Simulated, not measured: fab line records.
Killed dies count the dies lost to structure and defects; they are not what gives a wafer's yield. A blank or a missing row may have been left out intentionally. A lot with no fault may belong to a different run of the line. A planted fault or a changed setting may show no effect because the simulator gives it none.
A struck lot beside a sound one	flow n5 finfet	15 out of 1938 route steps
Sound: these wafers, L773.1, L773.4, L773.6. Struck: wafer L781.5 (left out: L781.4, L781.6 of the same lot, which were not struck); the cause appears at the end.
At each step with rows: each side's tool, then ch and its chambers, then its first start. Under that, the readings that differ: sound wafers	struck wafers	difference of the means	sigmas: that difference in standard deviations of wafers without a fault.
alike: words and numbers the same on both sides, and readings whose means are apart by under 2 such deviations; not compared: readings that were withheld, readings missing a value for some wafer, numbers with overlapping values and no deviation given by the record, and bounds like >300 which may hide the same value.
Wherever a step has rows on one side only, a row that says differs or no value, or a row with sigmas, the two part there. When numbers do not overlap yet have no deviation, they are printed without sigmas and do not part them. Lack of a reading on every wafer of one side parts them only where that side has two or more wafers.

first, 5 steps without rows for these wafers: N5_PASSIVATION_SOFTBAKE_05 (time 90 s); N5_PASSIVATION_EXPOSE_07 (exposes mask TV, defocus 0 nm, target cd 3000 nm); N5_PASSIVATION_PEB_08; N5_PASSIVATION_DEVELOP_09 (develop time 60 s); N5_PASSIVATION_HARDBAKE_11 (time 120 s).
N5_PASSIVATION_CD_MEAS_10 targets a cd of 3000 nm.
  sound on cd sem-02 ch 0, day 15 07:53; struck on cd sem-03 ch 0, day 16 09:51
  alike: cd nm
N5_PASSIVATION_OVL_MEAS_60:
  sound on overlay-02 ch 0, day 15 07:55; struck on overlay-02 ch 0, day 16 09:53
reading	sound	struck	difference	sigmas
TV_OVL (nm)	-6 -6 -2	6	+11	+2
N5_PASSIVATION_INSPECT_61: inspects for defects (macro).
  sound on defect inspect-01, day 15 07:56; struck on defect inspect-02, day 16 09:54
  alike: raw defect count
N5_PASSIVATION_DESCUM_12: chemistry O2, time 7.9 s.
  sound on rie diel-05 ch 0,2,3, day 15 08:10; struck on rie diel-01 ch 1, day 16 09:57
reading	sound	struck	difference	sigmas
showerhead plenum p Torr (Torr)	2.01 2.09 2.11	2.21	+0.14	+2
  alike: drypump motor current A, oes product au, rf vpp V, throttle valve pct
  not compared: rf hours counter h
N5_PASSIVATION_PASS_ETCH_74: etches SiNx in CF4/O2, target depth 220 nm, time 110 s.
  sound on rie diel-05 ch 0,2,3, day 15 08:14; struck on rie diel-01 ch 1, day 16 10:01
reading	sound	struck	difference	sigmas
showerhead plenum p Torr (Torr)	2.12 2.20 2.24	2.33	+0.14	+2
  alike: drypump motor current A, oes product au, rf vpp V, throttle valve pct
  not compared: rf hours counter h
N5_PASSIVATION_VIA_ETCH_13: etches SiO2 in CHF3/O2, target depth 660 nm, time 330 s.
  sound on rie diel-05 ch 0,2,3, day 15 08:19; struck on rie diel-01 ch 1, day 16 10:06
reading	sound	struck	difference	sigmas
showerhead plenum p Torr (Torr)	2.31 2.41 2.44	2.55	+0.16	+2
  alike: CHF3_flow_sccm, drypump motor current A, etch rf on time s, oes product au, rf vpp V, throttle valve pct
  not compared: rf hours counter h
N5_PASSIVATION_STRIP_14: strips in O2.
  sound on rie diel-05 ch 0,2,3, day 15 08:31; struck on rie diel-01 ch 1, day 16 10:18
reading	sound	struck	difference	sigmas
showerhead plenum p Torr (Torr)	2.01 2.10 2.12	2.22	+0.14	+2
  alike: drypump motor current A, oes product au, rf vpp V, throttle valve pct
  not compared: rf hours counter h
N5_PASSIVATION_ETCH_15: etches SiCN in CF4/N2, target depth 75 nm, time 81.2 s.
  sound on rie diel-05 ch 0,2,3, day 15 08:33; struck on rie diel-01 ch 1, day 16 10:20
reading	sound	struck	difference	sigmas
oes product au (a.u.)	0.75 0.80 0.90	1.13	+0.31	+4
rf vpp V (V)	379.5 382.1 381.3	384.9	+3.9	+2
showerhead plenum p Torr (Torr)	2.12 2.20 2.25	2.33	+0.14	+2
model.etch.depth nm (nm)	68.02 63.89 70.38	95.14	+27.71	
  alike: drypump motor current A, throttle valve pct
  not compared: rf hours counter h
then, 2 steps without rows for these wafers: N5_PASSIVATION_STRIP_73 (strips in post etch residue remover, time 60 s); N5_PASSIVATION_PROBE_49.

WHERE THEY PART
First at N5_PASSIVATION_OVL_MEAS_60; last, within this record, at N5_PASSIVATION_ETCH_15.

WHY: whatever the simulator had introduced
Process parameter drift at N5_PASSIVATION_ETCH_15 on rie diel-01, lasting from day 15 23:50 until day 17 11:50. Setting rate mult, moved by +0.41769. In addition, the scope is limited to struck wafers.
